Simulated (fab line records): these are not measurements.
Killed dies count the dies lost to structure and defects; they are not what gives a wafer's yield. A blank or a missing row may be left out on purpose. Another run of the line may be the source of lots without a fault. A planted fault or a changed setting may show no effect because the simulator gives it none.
fab line records    flow nand-harc
record: lots: 6  wafers: 18  last-day: 33
route steps=1302 shown A_ONON_D2@565 A_CHANNEL_HOLE_D2@570 END@1302
lots with no fault: from the same line, run without faults
start-h: hours from the record's first day to the start of the lot's first wafer shown    wait-h: how many hours have passed since the lot's step before this one    " repeats the value in the row above    L1.1+2: a single row standing in for several wafers    - no value present, or no start provided    * or withheld: withheld    < > ~ a bound
route shown NAME@n: NAME is a module with steps in the file, n the number in the route of the first one    usual: the fault-free wafers' mean and standard deviation    same: alike in all rows    chamber/n: place in a boat    sites: the reading at each site    _std_site: the standard deviation of these    _edge_site: outer sites' mean less inner sites'    radius-mm: how far each site lies from the wafer's centre    mask NAME#n: copy n    behind: the tool/chamber that last shaped the wafer    hold: cause of the lot's hold/its duration in hours/its outcome    device: names the non-switching transistor (n, p or np)    end of line: at the end of the route, the tests of the same wafers    a step with no rows: only its recipe    killed: not the wafer's yield, but the dies lost to structure and defects at the first sort    map: a wafer's dies, marking killed ones x, the rest . and places with no die _
set.NAME: the setting that was run; set.NAME@STEP: the one run at that earlier step    model.NAME: the simulator's own value behind a step, which no gauge read
lots at some steps of the route; a table a step, a row a wafer
services: the hour from which a tool's chamber was out of use, counted from the record's first day as start-h (under 0 if before that day), plus the number of hours and why
== steps ==
step: NHARC_A_ONON_D2_THK_MEAS_30
recipe: thk-meas-gauge: ellipsometry
usual: thk-nm: 999/9.6
lot.wafer  tool           chamber  start-h  wait-h  thk-nm
L230.2     film-metro-01  -        344.60   -       1008
L230.4     "              -        "        "       1006
L230.6     "              -        "        "       1007
L234.2     film-metro-02  -        362.01   -       998
L234.3     "              -        "        "       997
L234.6     "              -        "        "       997
L235.1     film-metro-02  -        373.61   -       1026
L235.4     "              -        "        "       1025
L235.6     "              -        "        "       1027
L243.1     film-metro-01  -        447.27   -       1001
L243.3     "              -        "        "       999
L243.6     "              -        "        "       1000
L248.4     film-metro-01  -        511.89   -       988
L248.5     "              -        "        "       986
L248.6     "              -        "        "       988
L247.3     film-metro-02  -        512.22   -       996
L247.4     "              -        "        "       994
L247.6     "              -        "        "       996
step: NHARC_A_ONON_D2_DEP_33
recipe: target-thk-a: 2000  temp-c: 400  pressure-torr: 6.5  rf-w: 900  teos-flow-sccm: 161.4  flow-sccm: 2650  target-thk-nm: 200  gas: O2  material: SiO2
usual: heater-power-w: 558/100  throttle-valve-pct: 15.8/0.54
lot.wafer  tool      chamber  start-h  wait-h  heater-power-w  throttle-valve-pct
L230.2     pecvd-01  0        344.66   0.1     495             15.3
L230.6     "         1        "        "       599             15.8
L230.4     "         2        "        "       603             15.4
L234.3     pecvd-03  2        362.06   0.1     690             16.0
L234.2     "         0        "        "       365             15.7
L234.6     "         0        "        "       371             15.7
L235.1     pecvd-04  0        373.72   0.1     671             17.0
L235.6     "         0        "        "       689             17.2
L235.4     "         1        "        "       449             16.4
L243.3     pecvd-03  1        447.32   0.1     458             15.6
L243.1     "         2        "        "       721             15.4
L243.6     "         0        "        "       480             15.6
L248.6     pecvd-03  2        512.08   0.2     694             15.6
L248.5     "         0        "        "       469             15.8
L248.4     "         1        "        "       494             16.1
L247.3     pecvd-01  0        512.39   0.2     435             15.5
L247.4     "         2        "        "       702             16.0
L247.6     "         0        "        "       439             15.5
step: NHARC_A_ONON_D2_THK_MEAS_34
recipe: thk-meas-gauge: ellipsometry
usual: thk-nm: 199.3/2.8
lot.wafer  tool           chamber  start-h  wait-h  thk-nm
L230.2     film-metro-01  -        345.07   -       197.9
L230.4     "              -        "        "       200.7
L230.6     "              -        "        "       203.7
L234.2     film-metro-01  -        362.48   -       199.4
L234.3     "              -        "        "       199.3
L234.6     "              -        "        "       202.6
L235.1     film-metro-01  -        374.08   -       196.4
L235.4     "              -        "        "       204.1
L235.6     "              -        "        "       202.0
L243.1     film-metro-02  -        447.74   -       195.6
L243.3     "              -        "        "       198.8
L243.6     "              -        "        "       198.3
L248.4     film-metro-01  -        512.36   -       206.0
L248.5     "              -        "        "       200.2
L248.6     "              -        "        "       204.0
L247.3     film-metro-01  -        512.75   -       198.4
L247.4     "              -        "        "       200.6
L247.6     "              -        "        "       199.3
step: NHARC_A_ONON_D2_INSPECT_32
usual: raw-defect-count: 366/110
lot.wafer  tool               chamber  start-h  wait-h  raw-defect-count
L230.2     defect-inspect-01  -        345.14   0.0     470
L230.4     "                  -        "        "       447
L230.6     "                  -        "        "       494
L234.2     defect-inspect-02  -        362.56   0.0     479
L234.3     "                  -        "        "       256
L234.6     "                  -        "        "       409
L235.1     defect-inspect-01  -        388.00   13.9    346
L235.4     "                  -        "        "       167
L235.6     "                  -        "        "       264
L243.1     defect-inspect-02  -        447.80   0.0     328
L243.3     "                  -        "        "       228
L243.6     "                  -        "        "       237
L248.4     defect-inspect-02  -        512.43   0.0     528
L248.5     "                  -        "        "       364
L248.6     "                  -        "        "       279
L247.3     defect-inspect-02  -        512.82   0.0     240
L247.4     "                  -        "        "       464
L247.6     "                  -        "        "       252
step: NHARC_A_CHANNEL_HOLE_D2_DEP_00
recipe: target-thk-a: 31000  temp-c: 400  material: aC
usual: throttle-valve-pct: 34.998/0.0099
lot.wafer  tool        chamber  start-h  wait-h  throttle-valve-pct
L230.2     acl-dep-02  0        345.52   0.4     34.992
L230.4     "           0        "        "       34.998
L230.6     "           0        "        "       35.011
L234.2     acl-dep-01  0        362.95   0.4     34.990
L234.3     "           0        "        "       34.985
L234.6     "           0        "        "       35.003
L235.1     acl-dep-01  0        388.07   0.1     34.982
L235.4     "           0        "        "       34.998
L235.6     "           0        "        "       34.999
L243.1     acl-dep-02  0        452.50   4.7     34.993
L243.3     "           0        "        "       35.003
L243.6     "           0        "        "       34.993
L248.4     acl-dep-01  0        514.42   2.0     34.991
L248.5     "           0        "        "       34.993
L248.6     "           0        "        "       34.991
L247.3     acl-dep-02  0        518.33   5.5     35.012
L247.4     "           0        "        "       35.001
L247.6     "           0        "        "       35.003
step: NHARC_A_CHANNEL_HOLE_D2_DEP_01
recipe: target-thk-a: 1400  target-thk-nm: 140  temp-c: 400  pressure-torr: 3.5  flow-sccm: 200  rf-w: 350  material: SiON
usual: heater-power-w: 789/120
lot.wafer  tool      chamber  start-h  wait-h  heater-power-w
L230.2     pecvd-03  1        347.13   1.3     778
L230.4     "         1        "        "       787
L230.6     "         1        "        "       793
L234.3     pecvd-03  0        364.59   1.0     668
L234.2     "         1        "        "       777
L234.6     "         2        "        "       928
L235.1     pecvd-01  1        389.99   1.6     717
L235.4     "         2        "        "       882
L235.6     "         0        "        "       596
L243.1     pecvd-03  1        454.45   1.6     677
L243.3     "         2        "        "       806
L243.6     "         2        "        "       827
L248.6     pecvd-01  1        515.47   0.1     749
L248.5     "         2        "        "       924
L248.4     "         0        "        "       664
L247.3     pecvd-03  1        519.59   0.9     731
L247.6     "         1        "        "       749
L247.4     "         0        "        "       706
step: NHARC_A_CHANNEL_HOLE_D2_DEHYDRATE_02
recipe: temp-c: 150  time-s: 120
step: NHARC_A_CHANNEL_HOLE_D2_HMDS_03
recipe: time-s: 30
step: NHARC_A_CHANNEL_HOLE_D2_COAT_36
recipe: temp-c: 260  time-s: 75
step: NHARC_A_CHANNEL_HOLE_D2_COAT_37
recipe: temp-c: 225  time-s: 65
step: NHARC_A_CHANNEL_HOLE_D2_COAT_04
recipe: spin-rpm: 1500  resist-thk-nm: 90
step: NHARC_A_CHANNEL_HOLE_D2_SOFTBAKE_05
recipe: temp-c: 105  time-s: 55
usual: heater-power-total-W: 188.43/0.13
lot.wafer  tool            chamber  start-h  wait-h  heater-power-total-W
L230.2     litho-track-04  0        347      -       188.40
L230.4     "               0        "        "       188.72
L230.6     "               0        "        "       188.26
L234.2     litho-track-04  0        364      -       168.99
L234.3     "               0        "        "       169.03
L234.6     "               0        "        "       169.23
L235.1     litho-track-04  0        390      -       168.99
L235.4     "               0        "        "       169.23
L235.6     "               0        "        "       168.91
L243.1     litho-track-01  0        454      -       188.53
L243.3     "               0        "        "       188.47
L243.6     "               0        "        "       188.39
L248.4     litho-track-06  0        515      -       188.50
L248.5     "               0        "        "       188.46
L248.6     "               0        "        "       188.35
L247.3     litho-track-01  0        519      -       188.63
L247.4     "               0        "        "       188.42
L247.6     "               0        "        "       188.48
step: NHARC_A_CHANNEL_HOLE_D2_EBR_06
step: NHARC_END_SORT_01
recipe: temp-c: 25
usual: killed-at-array: 56/21  killed-at-other: 0.8/1  killed-at-periphery: 3.6/2.8  killed-dies: 60/20  killed-open: 3.2/1.9  killed-short: 2.4/1.6
same: gross-dies: 677
lot.wafer  tool       chamber  start-h  wait-h  killed-at-array  killed-at-other  killed-at-periphery  killed-dies  killed-open  killed-short
L230.2     prober-01  0        616.31   2.8     80               0                3                    83           1            3
L230.4     prober-01  0        617.89   3.4     90               1                4                    95           4            3
L230.6     prober-01  0        619.47   4.0     105              0                1                    106          4            2
killed by level:class
L230.2 A_SLIT:chamber-film-flake=24 A_CHANNEL_HOLE_D2:chamber-film-flake=24 A_CHANNEL_HOLE_D1:chamber-film-flake=20 A_CONTACT:chamber-film-flake=7 A_WL_FILL:chamber-film-flake=2 P_M0:geometric-particle:short=1 A_CHANNEL_FILL_D2:geometric-particle:short=1 A_CONTACT:geometric-particle:short=1
L230.4 A_CHANNEL_HOLE_D2:chamber-film-flake=27 A_SLIT:chamber-film-flake=23 A_CHANNEL_HOLE_D1:chamber-film-flake=18 A_CONTACT:chamber-film-flake=9 A_WL_FILL:chamber-film-flake=3 A_CHANNEL_FILL_D2:geometric-particle:short=2 A_ZERO_WELL:chamber-film-flake=2 A_STAIRCASE:chamber-film-flake=2
L230.6 A_CHANNEL_HOLE_D1:chamber-film-flake=36 A_CHANNEL_HOLE_D2:chamber-film-flake=33 A_SLIT:chamber-film-flake=24 A_CONTACT:chamber-film-flake=5 A_DECK1_JOINT:geometric-particle:short=2 A_CHANNEL_FILL_D2:geometric-particle:open=2 A_ONON_D1:geometric-particle:open=1 A_WL_FILL:geometric-particle:open=1
== services ==
tool            chamber  start-h  hours  kind
pecvd-03        0        324.01   35.8   repair
pecvd-01        0        324.34   -      clean
pecvd-01        1        324.34   -      clean
pecvd-01        2        324.34   -      clean
litho-track-01  -        330.00   7.0    pm
litho-track-06  -        354.00   7.0    pm
pecvd-03        -        366.20   13.0   pm
pecvd-03        0        366.20   13.0   vent-cycle
pecvd-03        1        366.20   13.0   vent-cycle
pecvd-03        2        366.20   13.0   vent-cycle
acl-dep-01      -        370.98   13.0   pm
litho-track-04  -        378.00   7.0    pm
pecvd-03        0        379.20   -      clean
pecvd-03        1        379.20   -      clean
pecvd-03        2        379.20   -      clean
pecvd-03        -        391.28   0.4    repair
acl-dep-01      -        397.04   3.2    repair
pecvd-01        -        408.49   1.6    repair
pecvd-03        2        416.00   12.3   repair
acl-dep-02      -        426.81   13.0   pm
pecvd-04        -        450.06   13.0   pm
pecvd-01        -        492.34   13.0   pm
pecvd-01        0        492.34   13.0   vent-cycle
litho-track-01  -        505.00   7.0    pm
== key ==
first-sign: step: NHARC_A_CHANNEL_HOLE_D2_SOFTBAKE_05  reading: heater-power-total-W  direction: down  sigmas: 99+  usual: *  struck: *
effect none on later readings
met-at NHARC_A_CHANNEL_HOLE_D2_SOFTBAKE_05
struck-wafers L234.2,L234.3,L234.6,L235.1,L235.4,L235.6
tester-left-out L234,L235
onset-between 347 364
fault: kind: process-parameter-drift  tool: litho-track-04  chamber: -  onset-h: 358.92  steps: NHARC_A_CHANNEL_HOLE_D2_SOFTBAKE_05  channel: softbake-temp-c  offset: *  shape: step  end-h: 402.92  acts-in: *  stated: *
tester-left-out: of these lots the tester's yield and bins aren't shown, on N5 and GAA mostly nor the transistor test; their killed dies are dies lost to structure and defects alone, not to doping, threshold or leakage, so they don't give the yield
